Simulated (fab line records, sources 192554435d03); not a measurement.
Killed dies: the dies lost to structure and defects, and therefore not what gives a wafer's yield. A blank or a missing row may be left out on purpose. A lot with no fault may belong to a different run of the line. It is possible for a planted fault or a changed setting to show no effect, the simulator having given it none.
A lot that was struck, set against a sound lot | flow n5-finfet | 16 steps out of a route of 1938
Sound: these wafers, L395.1, L395.2, L395.6. Struck: wafer L391.2; the same lot's L391.6 was not struck, so it is left out; see the end for the cause.
At each step with rows: each side's tool, then ch and its chambers, then its first start. Under that, the readings that differ: sound wafers | struck wafers | difference of the means | sigmas: that difference in standard deviations of wafers without a fault.
alike: a reading whose means differ by less than 2 such deviations, as well as words and numbers matching on both sides. not compared: withheld readings; readings where some wafer has no value; bounds like >300 that might hide an equal value; numbers whose values overlap and for which the record gives no deviation.
Wherever a step has rows on one side only, a row that says differs or no value, or a row with sigmas, the two part there. Numbers that have no deviation but don't overlap get no sigmas and don't part them. A reading that every wafer of one side lacks parts them only if that side has two wafers or more.

first, 7 steps without rows for these wafers: N5_HKMG_FIN_COAT_30 (time 60 s, resist thk 35 nm); N5_HKMG_FIN_COAT_06 (resist thk 90 nm); N5_HKMG_FIN_EBR_08; N5_HKMG_FIN_SOFTBAKE_07 (time 60 s); N5_HKMG_FIN_EXPOSE_09 (exposes mask NWFM); N5_HKMG_FIN_PEB_10 (peb time 60 s); N5_HKMG_FIN_DEVELOP_11 (develop time 30 s).
N5_HKMG_FIN_CD_MEAS_12 targets a cd of 92.8 nm.
  sound on cd-sem-03 ch 0, day 6 08:26; struck on cd-sem-03 ch 0, day 5 10:42
  alike: cd-nm
N5_HKMG_FIN_OVL_MEAS_13:
  sound on overlay-01 ch 0, day 6 08:28; struck on overlay-01 ch 0, day 5 10:44
  alike: NWFM_OVL
N5_HKMG_FIN_INSPECT_14: inspects for defects (macro).
  sound: defect-inspect-02 at day 6 08:29; struck: defect-inspect-02 at day 5 10:45
  alike: raw-defect-count
N5_HKMG_FIN_DESCUM_17: chemistry O2, time 7.9 s.
  sound on rie-diel-01 ch 0,2,3, day 6 08:32; struck on rie-diel-04 ch 0, day 5 10:47
  alike: drypump-motor-current-A, oes-product-au, rf-vpp-V, showerhead-plenum-p-Torr, temp-c, throttle-valve-pct
  not compared: rf-hours-counter-h
N5_HKMG_FIN_ETCH_31: etches SiARC in CF4, target depth 45.5 nm, time 75.8 s.
  sound on rie-diel-01 ch 0,2,3, day 6 08:34; struck on rie-diel-04 ch 0, day 5 10:49
  alike: drypump-motor-current-A, etch-rf-on-time-s, oes-product-au, rf-vpp-V, showerhead-plenum-p-Torr, throttle-valve-pct
  not compared: rf-hours-counter-h
N5_HKMG_FIN_ETCH_32: etches SOC in N2/H2, target depth 240 nm, time 300 s.
  sound on rie-diel-01 ch 0,2,3, day 6 08:37; struck on rie-diel-04 ch 0, day 5 10:52
  reading                                     | sound             | struck | difference | sigmas
  model.etch.depth-nm (nm)                    | 238.2 245.2 242.6 | 321.8  | +79.8      |
  model.HKMG_FIN.feature-depth-nm (nm)        | 238.2 245.2 242.6 | 321.8  | +79.8      |
  model.SiARC_of_HKMG_FIN_COAT_30.thk-nm (nm) | 21 21 20.8        | 16.2   | -4.7       |
  alike: drypump-motor-current-A, h2-flow-sccm, oes-product-au, rf-vpp-V, showerhead-plenum-p-Torr, temp-c, throttle-valve-pct
  not compared: rf-hours-counter-h
then, 1 step without rows for these wafers: N5_HKMG_FIN_STRIP_33 (strips in N2/H2).
-- a jump in the record: the struck wafers' starts before and after are 4 days apart (it breaks off in module HKMG_FIN and resumes in module BEOL_M4, where the first step shown is number 1111 of the route) --
N5_BEOL_M4_RC_MEAS_101:
  sound on prober-01 ch 0, day 13 12:00; struck on prober-02 ch 0, day 9 09:14
  reading        | sound             | struck | difference | sigmas
  DIBL_P (mV/V)  | 38.2 37.5 39.1    | 35.2   | -3.1       | -2
  IOFF_N (nA/um) | 0.209 0.190 0.214 | 0.142  | -0.062     | -3
  SS_P (mV/dec)  | 73.9 73.7 74.4    | 72.8   | -1.2       | -2
  VT_N (mV)      | 245.7 246.2 246.3 | 251.9  | +5.8       | +2
  alike: DIBL_N, IOFF_P, ION_N, ION_P, SS_N, VT_P
N5_PASSIVATION_PROBE_49:
  the record has rows for the sound wafers here (prober-02, day 18 00:19) and none for the struck ones

## WHERE THEY PART
First at N5_BEOL_M4_RC_MEAS_101; last, within this record, at N5_PASSIVATION_PROBE_49.

WHY: whatever the simulator had introduced
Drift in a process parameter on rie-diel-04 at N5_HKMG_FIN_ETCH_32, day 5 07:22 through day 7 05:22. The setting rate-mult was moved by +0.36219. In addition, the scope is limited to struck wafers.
